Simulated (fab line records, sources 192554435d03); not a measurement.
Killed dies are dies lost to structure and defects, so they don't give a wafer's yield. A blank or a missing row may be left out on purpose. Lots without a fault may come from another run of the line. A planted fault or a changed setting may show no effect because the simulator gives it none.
Which tool did it? | flow n5_finfet | 9 lots, 27 wafers sampled, at 6 steps of a route of 1938

WHAT THE GAUGES READ, wafer by wafer
N5_BEOL_M1_CD_MEAS_18: pitch 36 nm, target cd 18 nm. Usual: cd_nm 17.93 nm, standard deviation 0.29.
lot  | measured     | on        | cd_nm (nm)        | flag
L607 | day 6 01:34  | cd_sem-03 | 17.99 18.25 17.99 |
L610 | day 6 15:30  | cd_sem-02 | 18.10 17.85 17.84 |
L611 | day 7 00:52  | cd_sem-01 | 18.17 18.47 18.04 |
L615 | day 7 23:40  | cd_sem-01 | 18.10 18.52 18.62 |
L620 | day 9 15:10  | cd_sem-01 | 18.13 18.12 18.00 |
L621 | day 9 15:35  | cd_sem-02 | 17.53 17.87 17.59 |
L626 | day 10 20:19 | cd_sem-02 | 17.66 17.87 17.55 |
L627 | day 10 23:20 | cd_sem-03 | 17.85 17.95 17.69 |
L629 | day 11 12:44 | cd_sem-03 | 18.02 18.17 17.30 |

N5_BEOL_M1_CD_MEAS_28: target cd y 23.3 nm. Usual: cd_nm 23.98 nm, standard deviation 0.25.
lot  | measured     | on        | cd_nm (nm)        | flag
L607 | day 6 01:53  | cd_sem-03 | 23.83 24.09 23.98 |
L610 | day 6 15:49  | cd_sem-03 | 24.21 24.02 24.12 |
L611 | day 7 01:18  | cd_sem-03 | 23.52 24.14 24.22 |
L615 | day 8 00:07  | cd_sem-02 | 24.00 24.04 24.38 |
L620 | day 9 15:31  | cd_sem-03 | 24.33 24.06 24.11 |
L621 | day 9 16:01  | cd_sem-02 | 24.30 23.95 23.97 |
L626 | day 10 20:46 | cd_sem-03 | 24.16 23.47 24.07 |
L627 | day 10 23:47 | cd_sem-03 | 23.66 23.60 22.95 |
L629 | day 11 13:11 | cd_sem-03 | 24.14 24.27 24.11 |

N5_BEOL_M4_RC_MEAS_101. Usual: DIBL_N 36.2 mV/V, standard deviation 1.5; DIBL_P 36.2 mV/V, standard deviation 1.7; IOFF_N 0.155 nA/um, standard deviation 0.021; IOFF_P 0.216 nA/um, standard deviation 0.026; ION_N 674 uA/um, standard deviation 11; ION_P 464 uA/um, standard deviation 6.8; SS_N 71.5 mV/dec, standard deviation 0.56; SS_P 73.3 mV/dec, standard deviation 0.6; VT_N 250.2 mV, standard deviation 2.6; VT_P -249.3 mV, standard deviation 2.5.
lot  | measured     | on        | DIBL_N (mV/V)  | DIBL_P (mV/V)  | IOFF_N (nA/um)    | IOFF_P (nA/um)    | ION_N (uA/um) | ION_P (uA/um) | SS_N (mV/dec)  | SS_P (mV/dec)  | VT_N (mV)         | VT_P (mV)            | flag
L607 | day 8 08:34  | prober-01 | 33.3 35.6 36.5 | 33.5 36.3 36.6 | 0.137 0.173 0.191 | 0.185 0.222 0.233 | 679 691 693   | 470 471 477   | 70.5 71.4 72.2 | 73.2 73.4 73.1 | 251.1 247.4 246.9 | -248.6 -246.7 -245.7 |
L610 | day 8 10:31  | prober-02 | 35.8 33.5 35.1 | 34.8 32.8 34.3 | 0.133 0.108 0.125 | 0.179 0.158 0.183 | 674 656 656   | 456 457 458   | 71.3 70.9 70.8 | 73.2 72.7 72.8 | 250.0 252.9 252.4 | -252.9 -253.1 -253.5 |
L611 | day 8 23:38  | prober-01 | 37.9 37.4 38.8 | 35.0 34.1 36.2 | 0.143 0.141 0.162 | 0.214 0.199 0.236 | 660 654 656   | 455 451 458   | 71.5 71.2 71.5 | 74.1 73.2 74.1 | 253.3 253.1 249.7 | -249.4 -248.9 -248.5 |
L615 | day 9 18:01  | prober-02 | 35.4 37.4 36.1 | 36.7 39.0 38.2 | 0.134 0.172 0.152 | 0.196 0.235 0.226 | 662 674 676   | 460 463 469   | 72.2 71.9 71.8 | 73.0 73.5 73.3 | 256.6 252.4 253.1 | -255.0 -251.5 -250.8 |
L620 | day 11 07:05 | prober-02 | 34.9 37.9 37.9 | 34.1 36.4 37.6 | 0.136 0.192 0.188 | 0.184 0.229 0.252 | 666 694 679   | 463 468 470   | 71.4 71.6 71.8 | 73.4 73.6 73.8 | 250.5 244.8 246.0 | -250.3 -249.0 -246.1 |
L621 | day 11 03:08 | prober-01 | 35.9 34.9 35.9 | 37.0 35.6 36.9 | 0.148 0.132 0.158 | 0.195 0.174 0.200 | 679 663 666   | 457 454 458   | 71.0 71.6 71.6 | 73.3 73.0 72.6 | 252.3 253.1 249.4 | -253.9 -255.1 -254.0 |
L626 | day 12 23:12 | prober-01 | 36.0 36.7 34.5 | 35.6 35.8 33.8 | 0.143 0.140 0.109 | 0.190 0.191 0.170 | 676 659 665   | 461 459 461   | 70.2 70.9 69.9 | 73.1 72.4 72.4 | 248.3 250.8 254.4 | -249.5 -251.7 -251.5 |
L627 | day 12 22:53 | prober-02 | 39.7 38.4 36.9 | 38.9 37.6 35.6 | 0.181 0.163 0.139 | 0.247 0.224 0.201 | 675 681 684   | 457 466 471   | 72.4 71.9 72.0 | 74.0 72.7 72.5 | 249.7 249.6 251.3 | -246.9 -248.6 -249.3 |
L629 | day 13 21:12 | prober-01 | 35.9 35.2 35.2 | 35.9 35.6 35.6 | 0.162 0.155 0.155 | 0.202 0.196 0.192 | 665 680 687   | 453 465 464   | 71.4 71.6 70.9 | 73.7 74.0 74.0 | 252.5 249.2 250.3 | -249.9 -249.9 -248.8 |

WHICH TOOL RAN EACH LOT (tool, then ch and the chambers of the sampled wafers, then the start)
lot  | N5_BEOL_M1_ETCH_64                 | N5_BEOL_M1_COAT_76                | N5_BEOL_M1_ETCH_77
L607 | rie_diel-06 ch 0,3, day 6 01:06    | litho_track-03 ch 0, day 6 01:36  | rie_diel-01 ch 2,3, day 6 02:02
L610 | rie_diel-03 ch 1,2,3, day 6 15:09  | litho_track-03 ch 0, day 6 15:32  | rie_diel-01 ch 0,1,2, day 6 15:58
L611 | rie_diel-01 ch 0,1, day 7 00:31    | litho_track-03 ch 0, day 7 00:54  | rie_diel-01 ch 0,1, day 7 01:28
L615 | rie_diel-03 ch 2,3, day 7 23:19    | litho_track-03 ch 0, day 7 23:43  | rie_diel-01 ch 0,1,2, day 8 00:16
L620 | rie_diel-06 ch 0,1,3, day 9 14:40  | litho_track-05 ch 0, day 9 15:13  | rie_diel-01 ch 2,3, day 9 15:40
L621 | rie_diel-03 ch 0,2, day 9 15:13    | litho_track-04 ch 0, day 9 15:37  | rie_diel-03 ch 0,1, day 9 16:11
L626 | rie_diel-01 ch 0,1,3, day 10 19:58 | litho_track-05 ch 0, day 10 20:22 | rie_diel-01 ch 1,2, day 10 20:55
L627 | rie_diel-06 ch 0,2,3, day 10 22:59 | litho_track-03 ch 0, day 10 23:22 | rie_diel-06 ch 0,2,3, day 10 23:56
L629 | rie_diel-03 ch 0,1, day 11 12:23   | litho_track-03 ch 0, day 11 12:46 | rie_diel-01 ch 0,3, day 11 13:20
- N5_BEOL_M1_ETCH_64: etches SOC in N2/H2, target depth 75 nm, overetch 15 nm, time 112.5 s.
- N5_BEOL_M1_COAT_76: time 60 s, resist thk 5 nm.
- N5_BEOL_M1_ETCH_77: etches underlayer in N2/H2, target depth 6.5 nm, time 5.2 s.

WHAT THE TOOLS THEMSELVES READ (means of the sampled wafers that have a number; where no wafer has one, the mark that the record gives instead)
N5_BEOL_M1_ETCH_64. Usual: drypump_motor_current_A 5.8 A, standard deviation 0.52; oes_product_au 0.63 a.u., standard deviation 0.064; rf_vpp_V 525.5 V, standard deviation 2.3; showerhead_plenum_p_Torr 2.60 Torr, standard deviation 0.082; throttle_valve_pct 17.70 %, standard deviation 0.29.
lot  | tool        | drypump_motor_current_A (A) | oes_product_au (a.u.) | rf_vpp_V (V) | showerhead_plenum_p_Torr (Torr) | throttle_valve_pct (%) | flag
L607 | rie_diel-06 | 5.4                         | 0.73                  | 526.9        | 2.66                            | 17.32                  |
L610 | rie_diel-03 | 5.9                         | 0.64                  | 526.0        | 2.63                            | 17.80                  |
L611 | rie_diel-01 | 5.6                         | 0.67                  | 527.5        | 2.69                            | 17.62                  |
L615 | rie_diel-03 | 5.9                         | 0.62                  | 526.6        | 2.63                            | 17.82                  |
L620 | rie_diel-06 | 5.7                         | 0.70                  | 526.7        | 2.62                            | 17.39                  |
L621 | rie_diel-03 | 5.5                         | 0.57                  | 526.1        | 2.63                            | 17.66                  |
L626 | rie_diel-01 | 5.8                         | 0.63                  | 525.5        | 2.60                            | 17.65                  |
L627 | rie_diel-06 | 5.9                         | 0.64                  | 525.3        | 2.56                            | 17.69                  |
L629 | rie_diel-03 | 5.7                         | 0.57                  | 526.7        | 2.62                            | 17.82                  |

N5_BEOL_M1_COAT_76. Usual: plate_temp_C 204.97 C, standard deviation 0.13; spin_speed_rpm 1500.0 rpm, standard deviation 0.99.
lot  | tool           | plate_temp_C (C) | spin_speed_rpm (rpm) | flag
L607 | litho_track-03 | 205.03           | 1500.9               |
L610 | litho_track-03 | 205.03           | 1499.8               |
L611 | litho_track-03 | 205.17           | 1688.3               | OFF
L615 | litho_track-03 | 204.94           | 1687.7               | OFF
L620 | litho_track-05 | 205.09           | 1499.9               |
L621 | litho_track-04 | 204.87           | 1500.6               |
L626 | litho_track-05 | 205.06           | 1498.8               |
L627 | litho_track-03 | 205.03           | 1501.7               |
L629 | litho_track-03 | 204.85           | 1500.0               |

N5_BEOL_M1_ETCH_77. Usual: drypump_motor_current_A 5.8 A, standard deviation 0.53; etch_rf_on_time_s 5.17 s, standard deviation 0.066; oes_product_au 0.67 a.u., standard deviation 0.067; rf_vpp_V 525.6 V, standard deviation 2.2; showerhead_plenum_p_Torr 2.61 Torr, standard deviation 0.075; throttle_valve_pct 17.75 %, standard deviation 0.24.
lot  | tool        | drypump_motor_current_A (A) | etch_rf_on_time_s (s) | oes_product_au (a.u.) | rf_vpp_V (V) | showerhead_plenum_p_Torr (Torr) | throttle_valve_pct (%) | flag
L607 | rie_diel-01 | 5.5                         | 5.16                  | 0.64                  | 524.8        | 2.58                            | 17.85                  |
L610 | rie_diel-01 | 5.7                         | 5.18                  | 0.68                  | 527.8        | 2.66                            | 17.78                  |
L611 | rie_diel-01 | 5.6                         | 4.81                  | 0.73                  | 527.6        | 2.69                            | 17.67                  | OFF
L615 | rie_diel-01 | 5.7                         | 4.84                  | 0.67                  | 528.1        | 2.66                            | 17.81                  | OFF
L620 | rie_diel-01 | 5.6                         | 5.19                  | 0.67                  | 523.3        | 2.52                            | 17.75                  |
L621 | rie_diel-03 | 5.7                         | 5.24                  | 0.63                  | 525.2        | 2.63                            | 17.82                  |
L626 | rie_diel-01 | 5.1                         | 5.13                  | 0.68                  | 526.0        | 2.67                            | 17.80                  |
L627 | rie_diel-06 | 5.9                         | 5.17                  | 0.69                  | 524.3        | 2.56                            | 17.73                  |
L629 | rie_diel-01 | 6.0                         | 5.21                  | 0.67                  | 523.8        | 2.52                            | 17.68                  |

THE ANSWER, worked out from the rows above alone
Rule: a lot is off if the mean of its wafers that have a number lies more than 3 standard deviations from the usual mean. A lot without any number at a reading at which 4 lots or more have one is off too. The other lots that the step has rows for count as sound. The gauges are gone through in route order, then the tools' own readings, and for those a lot's mean is taken as printed above. The first step at which some lot is off is used, and at that step the reading that is off furthest; a lot without a number counts as furthest.
Off: L611, L615, at N5_BEOL_M1_COAT_76 (spin_speed_rpm).
A tool fits if, at that step or a process step before it, it ran every lot that is off, and no sound lot after the first of them. None of those tried fits.

WHAT THE SIMULATOR HAD PUT IN
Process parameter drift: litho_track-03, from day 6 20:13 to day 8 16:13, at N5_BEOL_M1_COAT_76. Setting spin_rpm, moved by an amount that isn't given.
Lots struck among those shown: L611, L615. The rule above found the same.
